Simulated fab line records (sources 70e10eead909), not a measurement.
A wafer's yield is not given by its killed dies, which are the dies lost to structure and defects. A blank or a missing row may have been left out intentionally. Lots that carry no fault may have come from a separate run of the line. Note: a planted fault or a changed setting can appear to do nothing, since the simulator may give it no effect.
fab line records	flow nandHarc
[record] lots = 6	wafers = 18	lastDay = 24
route steps=1159 shown A_ONON_D1@426 END@1159
lots with no fault: from the same line, run without faults
startH: hours from the record's opening day to when the first of the lot's shown wafers began	waitH: hours since the lot's step before	" the same as in the row above	L1.1+2: a row that stands for several wafers	- either no value or no given start	* or withheld: withheld	< > ~ a bound
route shown NAME@n: a module of which the file shows steps, and the number in the route of the first	usual: mean/standard deviation of fault-free wafers	same: alike in all rows	chamber/n: place in a boat	sites: each site's reading	_std_site: their standard deviation	_edge_site: mean of outer sites minus mean of inner sites	radiusMm: for every site, how far away it sits from the centre of the wafer	mask NAME#n: copy n	behind: the last tool/chamber to shape the wafer	hold: cause of the lot's hold/its duration in hours/its outcome	device: the transistor (n, p or np) that didn't switch	end of line: the tests these same wafers got at the end of their route	step lacking rows: just its recipe	killed: at the first sort, the dies lost to defects and structure; wafer yield is something else	map: shows each die of a wafer: x if killed, . if not, _ if none is there
set.NAME: the setting that was run; set.NAME@STEP: the one run at that earlier step	model.NAME: the simulator's own value behind a step, which no gauge read
lots at some steps of the route; a table a step, a row a wafer
services: the hour from which a tool's chamber was out of use, counted from the record's first day as startH (under 0 if before that day), plus the number of hours and why
[[steps]]
[step NHARC_A_ONON_D1_DEP_03]
[recipe] targetThkA = 10000	n2FlowSccm = 2750	n2oFlowSccm = 2000	nh3FlowSccm = 500	sih4FlowSccm = 210	tempC = 400
[step NHARC_A_ONON_D1_THK_MEAS_05]
[recipe] thkMeasGauge = ellipsometry
[usual] thkNm = 1000/9.4
lot.wafer	tool	chamber	startH	waitH	thkNm
L614.1	filmMetro-02	-	201.52	-	975
L614.5	"	-	"	"	978
L614.6	"	-	"	"	979
L622.1	filmMetro-02	-	236.24	-	1006
L622.3	"	-	"	"	1008
L622.6	"	-	"	"	1009
L623.1	filmMetro-01	-	244.27	-	1009
L623.5	"	-	"	"	1009
L623.6	"	-	"	"	1012
L625.1	filmMetro-02	-	267.34	-	1004
L625.2	"	-	"	"	1003
L625.6	"	-	"	"	1003
L627.1	filmMetro-02	-	267.37	-	1016
L627.2	"	-	"	"	1016
L627.6	"	-	"	"	1016
L631.2	filmMetro-01	-	283.88	-	989
L631.5	"	-	"	"	987
L631.6	"	-	"	"	990
[step NHARC_A_ONON_D1_DEP_06]
[recipe] targetThkA = 10000	n2FlowSccm = 2750	n2oFlowSccm = 2000	nh3FlowSccm = 500	sih4FlowSccm = 210	tempC = 400
[step NHARC_A_ONON_D1_THK_MEAS_08]
[recipe] thkMeasGauge = ellipsometry
[usual] thkNm = 1000/13
lot.wafer	tool	chamber	startH	waitH	thkNm
L614.1	filmMetro-02	-	202.08	-	1015
L614.5	"	-	"	"	1017
L614.6	"	-	"	"	1018
L622.1	filmMetro-02	-	236.81	-	1007
L622.3	"	-	"	"	1007
L622.6	"	-	"	"	1005
L623.1	filmMetro-02	-	245.44	-	1008
L623.5	"	-	"	"	1009
L623.6	"	-	"	"	1009
L625.1	filmMetro-01	-	267.90	-	1001
L625.2	"	-	"	"	1002
L625.6	"	-	"	"	1002
L627.1	filmMetro-02	-	267.97	-	1004
L627.2	"	-	"	"	1006
L627.6	"	-	"	"	1004
L631.2	filmMetro-01	-	284.44	-	956
L631.5	"	-	"	"	957
L631.6	"	-	"	"	958
[step NHARC_A_ONON_D1_DEP_09]
[recipe] targetThkA = 10000	n2FlowSccm = 2750	n2oFlowSccm = 2000	nh3FlowSccm = 500	sih4FlowSccm = 210	tempC = 400
[step NHARC_A_ONON_D1_THK_MEAS_11]
[recipe] thkMeasGauge = ellipsometry
[usual] thkNm = 998/12
lot.wafer	tool	chamber	startH	waitH	thkNm
L614.1	filmMetro-01	-	202.65	-	1012
L614.5	"	-	"	"	1013
L614.6	"	-	"	"	1012
L622.1	filmMetro-02	-	237.38	-	994
L622.3	"	-	"	"	992
L622.6	"	-	"	"	993
L623.1	filmMetro-01	-	246.50	-	993
L623.5	"	-	"	"	994
L623.6	"	-	"	"	992
L625.1	filmMetro-01	-	268.46	-	1009
L625.2	"	-	"	"	1008
L625.6	"	-	"	"	1009
L627.1	filmMetro-02	-	268.54	-	1011
L627.2	"	-	"	"	1014
L627.6	"	-	"	"	1013
L631.2	filmMetro-02	-	285.01	-	995
L631.5	"	-	"	"	995
L631.6	"	-	"	"	995
[step NHARC_A_ONON_D1_DEP_12]
[recipe] targetThkA = 10000	n2FlowSccm = 2750	n2oFlowSccm = 2000	nh3FlowSccm = 500	sih4FlowSccm = 210	tempC = 400
[step NHARC_A_ONON_D1_THK_MEAS_14]
[recipe] thkMeasGauge = ellipsometry
[usual] thkNm = 1000/8.1
lot.wafer	tool	chamber	startH	waitH	thkNm
L614.1	filmMetro-01	-	203.25	-	999
L614.5	"	-	"	"	999
L614.6	"	-	"	"	998
L622.1	filmMetro-02	-	237.96	-	1001
L622.3	"	-	"	"	1003
L622.6	"	-	"	"	1001
L623.1	filmMetro-02	-	247.56	-	995
L623.5	"	-	"	"	993
L623.6	"	-	"	"	994
L625.1	filmMetro-01	-	269.03	-	999
L625.2	"	-	"	"	999
L625.6	"	-	"	"	998
L627.1	filmMetro-01	-	269.11	-	996
L627.2	"	-	"	"	995
L627.6	"	-	"	"	998
L631.2	filmMetro-02	-	285.58	-	989
L631.5	"	-	"	"	991
L631.6	"	-	"	"	992
[step NHARC_A_ONON_D1_ANNEAL_15]
[recipe] tempC = 750	timeS = 3600
[step NHARC_A_ONON_D1_DEP_16]
[recipe] targetThkA = 10000	n2FlowSccm = 2750	n2oFlowSccm = 2000	nh3FlowSccm = 500	sih4FlowSccm = 210	tempC = 400
[step NHARC_A_ONON_D1_THK_MEAS_18]
[recipe] thkMeasGauge = ellipsometry
[usual] thkNm = 1001/10
lot.wafer	tool	chamber	startH	waitH	thkNm
L614.1	filmMetro-02	-	210.33	-	995
L614.5	"	-	"	"	993
L614.6	"	-	"	"	996
L622.1	filmMetro-02	-	244.74	-	1015
L622.3	"	-	"	"	1017
L622.6	"	-	"	"	1017
L623.1	filmMetro-02	-	254.58	-	1005
L623.5	"	-	"	"	1006
L623.6	"	-	"	"	1006
L627.1	filmMetro-02	-	276.12	-	999
L627.2	"	-	"	"	999
L627.6	"	-	"	"	1001
L625.1	filmMetro-01	-	276.15	-	993
L625.2	"	-	"	"	993
L625.6	"	-	"	"	995
L631.2	filmMetro-02	-	292.67	-	994
L631.5	"	-	"	"	994
L631.6	"	-	"	"	994
[step NHARC_A_ONON_D1_DEP_19]
[recipe] targetThkA = 10000	n2FlowSccm = 2750	n2oFlowSccm = 2000	nh3FlowSccm = 500	sih4FlowSccm = 210	tempC = 400
lot.wafer	tool	chamber	startH	waitH
L614.1+5+6	pecvdOnon-04	0	210.39	0.1
L622.1+3+6	pecvdOnon-01	0	245.28	0.5
L623.1+5+6	pecvdOnon-01	0	254.64	0.1
L627.1+2+6	pecvdOnon-01	0	276.18	0.1
L625.1+2+6	pecvdOnon-04	0	276.33	0.2
L631.2+5+6	pecvdOnon-04	0	292.78	0.1
[step NHARC_A_ONON_D1_THK_MEAS_21]
[recipe] thkMeasGauge = ellipsometry
[usual] thkNm = 1001/9.7
lot.wafer	tool	chamber	startH	waitH	thkNm
L614.1	filmMetro-02	-	210.90	-	990
L614.5	"	-	"	"	988
L614.6	"	-	"	"	990
L622.1	filmMetro-01	-	245.79	-	986
L622.3	"	-	"	"	985
L622.6	"	-	"	"	985
L623.1	filmMetro-01	-	255.15	-	1543
L623.5	"	-	"	"	1003
L623.6	"	-	"	"	1541
L627.1	filmMetro-02	-	276.69	-	1540
L627.2	"	-	"	"	1000
L627.6	"	-	"	"	1539
L625.1	filmMetro-01	-	276.84	-	1013
L625.2	"	-	"	"	1013
L625.6	"	-	"	"	1014
L631.2	filmMetro-01	-	293.24	-	994
L631.5	"	-	"	"	994
L631.6	"	-	"	"	994
[step NHARC_A_ONON_D1_DEP_22]
[recipe] targetThkA = 10000	n2FlowSccm = 2750	n2oFlowSccm = 2000	nh3FlowSccm = 500	sih4FlowSccm = 210	tempC = 400
[step NHARC_END_SORT_01]
[recipe] tempC = 25
[usual] killedAtArray = 27/10	killedAtOther = 0.6/1	killedAtPeriphery = 3.4/2.7	killedDies = 31/9.7	killedOpen = 3.4/1.7	killedShort = 2.2/1.5
[same] grossDies = 677
lot.wafer	tool	chamber	startH	waitH	killedAtArray	killedAtOther	killedAtPeriphery	killedDies	killedOpen	killedShort
L614.1	prober-01	0	473.71	2.5	26	0	1	27	4	0
L614.5	prober-01	0	476.93	3.7	36	0	0	36	5	0
L614.6	prober-01	0	477.74	4.0	28	0	3	31	0	1
L623.1	prober-01	0	540.63	2.5	676	0	1	677	0	0
L623.5	prober-01	0	543.88	3.7	19	0	3	22	4	3
L623.6	prober-01	0	544.69	4.1	676	0	1	677	1	2
L627.1	prober-02	0	554.90	2.5	669	1	7	677	3	2
L627.2	prober-02	0	555.72	2.8	16	1	10	27	3	3
L627.6	prober-02	0	558.99	4.1	669	0	8	677	3	0
// killed by level:class
L614.1 A_CHANNEL_HOLE_D1:chamberFilmFlake=12 A_SLIT:chamberFilmFlake=7 A_STAIRCASE:chamberFilmFlake=4 A_CONTACT:geometricParticle:open=3 P_CONTACT:geometricParticle:open=1
L614.5 A_CHANNEL_HOLE_D1:chamberFilmFlake=16 A_SLIT:chamberFilmFlake=8 A_STAIRCASE:chamberFilmFlake=4 A_CONTACT:chamberFilmFlake=3 A_SOURCE_PLATE:geometricParticle:open=1 A_CONTACT:geometricParticle:open=1 A_BLC:geometricParticle:open=1 A_M0:geometricParticle:open=1
L614.6 A_CHANNEL_HOLE_D1:chamberFilmFlake=14 A_SLIT:chamberFilmFlake=9 A_CONTACT:chamberFilmFlake=3 A_STAIRCASE:chamberFilmFlake=2 P_CONTACT:geometricParticle:short=1 P_STI:chamberFilmFlake=1 P_M1:chamberFilmFlake=1
L623.1 A_ONON_D1:areaDep=650 A_SLIT:chamberFilmFlake=15 A_CHANNEL_HOLE_D1:chamberFilmFlake=5 A_CONTACT:chamberFilmFlake=5 P_GATE:chamberFilmFlake=1 A_CHANNEL_FILL_D1:chamberFilmFlake=1
L623.5 A_SLIT:chamberFilmFlake=7 A_CHANNEL_HOLE_D1:chamberFilmFlake=4 A_CONTACT:chamberFilmFlake=3 A_WL_FILL:geometricParticle:short=2 P_STI:geometricParticle:open=1 P_STI:geometricParticle:short=1 P_CONTACT:geometricParticle:open=1 A_CHANNEL_FILL_D1:geometricParticle:open=1
L623.6 A_ONON_D1:areaDep=641 A_SLIT:chamberFilmFlake=19 A_CHANNEL_HOLE_D1:chamberFilmFlake=8 A_CONTACT:chamberFilmFlake=4 A_ONON_D1:geometricParticle:short=1 A_CHANNEL_FILL_D1:geometricParticle:short=1 A_CONTACT:geometricParticle:open=1 P_STI:chamberFilmFlake=1
L627.1 A_ONON_D1:areaDep=650 P_STI:chamberFilmFlake=5 A_CHANNEL_HOLE_D1:chamberFilmFlake=5 A_CONTACT:chamberFilmFlake=4 A_CHANNEL_FILL_D1:chamberFilmFlake=2 A_STAIRCASE:chamberFilmFlake=2 A_SGD_CUT:chamberFilmFlake=2 P_GATE:geometricParticle:open=1
L627.2 A_CHANNEL_HOLE_D1:chamberFilmFlake=6 P_STI:chamberFilmFlake=4 P_M1:chamberFilmFlake=2 A_STAIRCASE:chamberFilmFlake=2 A_CONTACT:chamberFilmFlake=2 P_CONTACT:geometricParticle:short=1 P_M0:geometricParticle:open=1 P_M1:geometricParticle:open=1
L627.6 A_ONON_D1:areaDep=653 A_STAIRCASE:chamberFilmFlake=5 A_CONTACT:chamberFilmFlake=5 P_STI:chamberFilmFlake=3 P_M1:chamberFilmFlake=3 A_CHANNEL_HOLE_D1:chamberFilmFlake=3 P_M2:geometricParticle:open=1 A_CHANNEL_HOLE_D1:geometricParticle:open=1
// map L623.1 (x killed, . not)
____________x____________
_________xxxxxxx_________
_______xxxxxxxxxxx_______
______xxxxxxxxxxxxx______
_____xxxxxxxxxxxxxxx_____
____xxxxxxxxxxxxxxxxx____
____xxxxxxxxxxxxxxxxx____
___xxxxxxxxxxxxxxxxxxx___
___xxxxxxxxxxxxxxxxxxx___
__xxxxxxxxxxxxxxxxxxxxx__
__xxxxxxxxxxxxxxxxxxxxx__
_xxxxxxxxxxxxxxxxxxxxxxx_
_xxxxxxxxxxxxxxxxxxxxxxx_
_xxxxxxxxxxxxxxxxxxxxxxx_
_xxxxxxxxxxxxxxxxxxxxxxx_
_xxxxxxxxxxxxxxxxxxxxxxx_
xxxxxxxxxxxxxxxxxxxxxxxxx
xxxxxxxxxxxxxxxxxxxxxxxxx
xxxxxxxxxxxxxxxxxxxxxxxxx
xxxxxxxxxxxxxxxxxxxxxxxxx
xxxxxxxxxxxxxxxxxxxxxxxxx
_xxxxxxxxxxxxxxxxxxxxxxx_
_xxxxxxxxxxxxxxxxxxxxxxx_
_xxxxxxxxxxxxxxxxxxxxxxx_
_xxxxxxxxxxxxxxxxxxxxxxx_
_xxxxxxxxxxxxxxxxxxxxxxx_
__xxxxxxxxxxxxxxxxxxxxx__
__xxxxxxxxxxxxxxxxxxxxx__
___xxxxxxxxxxxxxxxxxxx___
___xxxxxxxxxxxxxxxxxxx___
____xxxxxxxxxxxxxxxxx____
____xxxxxxxxxxxxxxxxx____
_____xxxxxxxxxxxxxxx_____
______xxxxxxxxxxxxx______
_______xxxxxxxxxxx_______
_________xxxxxxx_________
____________x____________
// map L627.1 (x killed, . not)
____________x____________
_________xxxxxxx_________
_______xxxxxxxxxxx_______
______xxxxxxxxxxxxx______
_____xxxxxxxxxxxxxxx_____
____xxxxxxxxxxxxxxxxx____
____xxxxxxxxxxxxxxxxx____
___xxxxxxxxxxxxxxxxxxx___
___xxxxxxxxxxxxxxxxxxx___
__xxxxxxxxxxxxxxxxxxxxx__
__xxxxxxxxxxxxxxxxxxxxx__
_xxxxxxxxxxxxxxxxxxxxxxx_
_xxxxxxxxxxxxxxxxxxxxxxx_
_xxxxxxxxxxxxxxxxxxxxxxx_
_xxxxxxxxxxxxxxxxxxxxxxx_
_xxxxxxxxxxxxxxxxxxxxxxx_
xxxxxxxxxxxxxxxxxxxxxxxxx
xxxxxxxxxxxxxxxxxxxxxxxxx
xxxxxxxxxxxxxxxxxxxxxxxxx
xxxxxxxxxxxxxxxxxxxxxxxxx
xxxxxxxxxxxxxxxxxxxxxxxxx
_xxxxxxxxxxxxxxxxxxxxxxx_
_xxxxxxxxxxxxxxxxxxxxxxx_
_xxxxxxxxxxxxxxxxxxxxxxx_
_xxxxxxxxxxxxxxxxxxxxxxx_
_xxxxxxxxxxxxxxxxxxxxxxx_
__xxxxxxxxxxxxxxxxxxxxx__
__xxxxxxxxxxxxxxxxxxxxx__
___xxxxxxxxxxxxxxxxxxx___
___xxxxxxxxxxxxxxxxxxx___
____xxxxxxxxxxxxxxxxx____
____xxxxxxxxxxxxxxxxx____
_____xxxxxxxxxxxxxxx_____
______xxxxxxxxxxxxx______
_______xxxxxxxxxxx_______
_________xxxxxxx_________
____________x____________
[[services]]
tool	chamber	startH	hours	kind
pecvdOnon-01	-	195.11	13.0	pm
pecvdOnon-04	-	237.57	13.0	pm
[[key]]
[firstSign] step = NHARC_A_ONON_D1_THK_MEAS_21	reading = thkNm	direction = up	sigmas = 56	usual = 1001	struck = 1541
[effect] step = NHARC_END_SORT_01	reading = killedDies	direction = up	sigmas = 67	usual = 31	struck = 677
[moreKillsBornAt] NHARC_A_ONON_D1_DEP_19@pecvdOnon-01 = 2594
metAt NHARC_A_ONON_D1_DEP_19
struckWafers L623.1,L623.6,L627.1,L627.6
laterRowsLeftOut L623.1,L623.6,L627.1,L627.6
testerLeftOut L623,L627
onsetBetween 245.28 254.64
[fault] kind = processParameterDrift	tool = pecvdOnon-01	chamber = -	onsetH = 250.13	steps = NHARC_A_ONON_D1_DEP_19	channel = targetThkA	offset = *	shape = step	endH = 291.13	scope = struckWafersOnly	actsIn = *	stated = *
// testerLeftOut: of these lots the tester's yield and bins aren't shown, on N5 and GAA mostly nor the transistor test; their killed dies are dies lost to structure and defects alone, not to doping, threshold or leakage, so they don't give the yield
// laterRowsLeftOut: the simulator's readings of these wafers behind a module that went badly wrong aren't trusted and aren't shown, but for the sort
